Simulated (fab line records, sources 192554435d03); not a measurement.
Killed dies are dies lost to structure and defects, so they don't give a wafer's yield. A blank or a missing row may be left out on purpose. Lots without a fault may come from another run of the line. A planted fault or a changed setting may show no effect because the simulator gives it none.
A struck lot beside a sound one | flow n5_finfet | 37 steps out of a route of 1938
Sound: wafers L879.3, L879.4, L879.5. Struck: wafers L892.1, L892.3, L892.5. The cause comes at the end.
At each step with rows: each side's tool, then ch and its chambers, then its first start. Under that, the readings that differ: sound wafers | struck wafers | difference of the means | sigmas: that difference in standard deviations of wafers without a fault.
alike: readings whose means differ by less than 2 such deviations, and words and numbers that are the same on both sides. not compared: withheld readings, readings that some wafer has no value for, bounds like >300 that may hide the same value, and numbers for which the record gives no deviation and whose values overlap.
The two part at a step that has a row with sigmas, a row that says differs or no value, or rows on one side only. Numbers that don't overlap but have no deviation are shown without sigmas and don't part them. A reading that every wafer of one side lacks parts them only if that side has two wafers or more.

first, 9 steps without rows for these wafers: N5_SD_EPI_N_SOFTBAKE_04 (time 60 s); N5_SD_EPI_N_EXPOSE_06 (exposes mask SD N BLK, target cd 120 nm); N5_SD_EPI_N_PEB_07 (peb time 60 s); N5_SD_EPI_N_DEVELOP_08 (develop time 30 s); N5_SD_EPI_N_DESCUM_14 (chemistry O2, time 7.9 s); N5_SD_EPI_N_ETCH_34 (etches SiARC in CF4, target depth 45.5 nm, time 75.8 s); N5_SD_EPI_N_ETCH_35 (etches SOC in N2/H2, overetch 108 nm, time 486 s); N5_SD_EPI_N_STRIP_36 (strips in N2/H2); N5_SD_EPI_N_ETCHBACK_44 (etches SiNx in CH3F/O2, stops on SiO2, target depth 14.5 nm).
N5_SD_EPI_N_ETCH_45: etches SiOCN in CH3F/O2, target depth 6 nm.
  sound on rie_diel-01 ch 0,1,2, day 4 22:32; struck on rie_diel-01 ch 1,3, day 8 00:59
  reading               | sound          | struck         | difference | sigmas
  oes_product_au (a.u.) | 0.69 0.68 0.75 | 0.90 0.91 0.92 | +0.20      | +2
  alike: drypump_motor_current_A, rf_vpp_V, showerhead_plenum_p_Torr, throttle_valve_pct
  not compared: rf_hours_counter_h
then, 14 steps without rows for these wafers: N5_SD_EPI_N_ETCH_16 (etches SiO2 in CHF3/O2, target depth 5 nm); N5_SD_EPI_N_STRIP_47 (strips in CHF3/O2); N5_SD_EPI_N_SD_RECESS_17 (chemistry HBr/Cl2/O2, target depth 41 nm, time 23.7 s, bt time 3 s); N5_SD_EPI_N_STRIP_38 (strips in N2/H2); N5_SD_EPI_N_WET_ETCH_43 (etches SiO2 in dHF, time 14 s, target depth 1.5 nm); N5_SD_EPI_N_STRIP_18 (strips in SPM, time 750 s); N5_SD_EPI_N_SRD_20 (time 30 s); N5_SD_EPI_N_PRECLEAN_48 (cleans in NF3:NH3, afs cycles 2, time 20 s, sublimation time 60 s); N5_SD_EPI_N_VAPOR_ETCH_50 (etches Si in HCl, time 54 s); N5_SD_EPI_N_EPI_21 (deposits Si:P, time 690 s); N5_SD_EPI_N_PRECLEAN_24 (cleans in O3/DIW, time 60 s); N5_SD_EPI_N_SRD_25 (time 30 s); N5_SD_EPI_N_PRECLEAN_49 (cleans in NF3:NH3, afs cycles 1, time 20 s, sublimation time 60 s); N5_SD_EPI_N_LINER_46 (material SiNx, target thk 3 nm).
N5_SD_EPI_N_INSPECT_26: inspects for defects (darkfield).
  sound on defect_inspect-02, day 5 02:35; struck on defect_inspect-01, day 8 04:25
  reading          | sound       | struck         | difference | sigmas
  raw_defect_count | 195 162 180 | 1610 1509 1513 | +1365      | +40
then, 8 steps without rows for these wafers: N5_SD_EPI_P_COAT_34 (time 60 s, resist thk 350 nm); N5_SD_EPI_P_COAT_35 (time 60 s, resist thk 35 nm); N5_SD_EPI_P_COAT_03 (resist thk 150 nm); N5_SD_EPI_P_EBR_05; N5_SD_EPI_P_SOFTBAKE_04 (time 60 s); N5_SD_EPI_P_EXPOSE_06 (exposes mask SD P BLK, target cd 240 nm); N5_SD_EPI_P_PEB_07 (peb time 60 s); N5_SD_EPI_P_DEVELOP_08 (develop time 30 s).
N5_SD_EPI_P_INSPECT_11: inspects for defects (macro).
  sound on defect_inspect-02, day 5 03:03; struck on defect_inspect-01, day 8 04:52
  reading          | sound | struck         | difference | sigmas
  raw_defect_count | 1 5 2 | >300 >300 >300 | differs    |
then, 1 step without rows for these wafers: N5_SD_EPI_P_DESCUM_14 (chemistry O2, time 7.9 s).
-- the record jumps here: 5 days lie between the struck wafers' starts before and after (it left off in module SD_EPI_P and takes up again in module BEOL_M4, whose first step shown is number 1111 of the route) --
N5_BEOL_M4_RC_MEAS_101:
  sound on prober-01 ch 0, day 9 16:32; struck on prober-01 ch 0, day 12 19:57
  alike: DIBL_N, DIBL_P, IOFF_N, IOFF_P, ION_N, ION_P, SS_N, SS_P, VT_N, VT_P
-- the record jumps here: 4 days lie between the struck wafers' starts before and after (it left off in module BEOL_M4 and takes up again in module PASSIVATION, whose first step shown is number 1936 of the route) --
N5_PASSIVATION_PROBE_49:
  the record has rows for the struck wafers here (prober-01, day 17 03:16) and none for the sound ones

WHERE THEY PART
First at N5_SD_EPI_N_ETCH_45; last, within this record, at N5_PASSIVATION_PROBE_49.

WHY: what the simulator had put in
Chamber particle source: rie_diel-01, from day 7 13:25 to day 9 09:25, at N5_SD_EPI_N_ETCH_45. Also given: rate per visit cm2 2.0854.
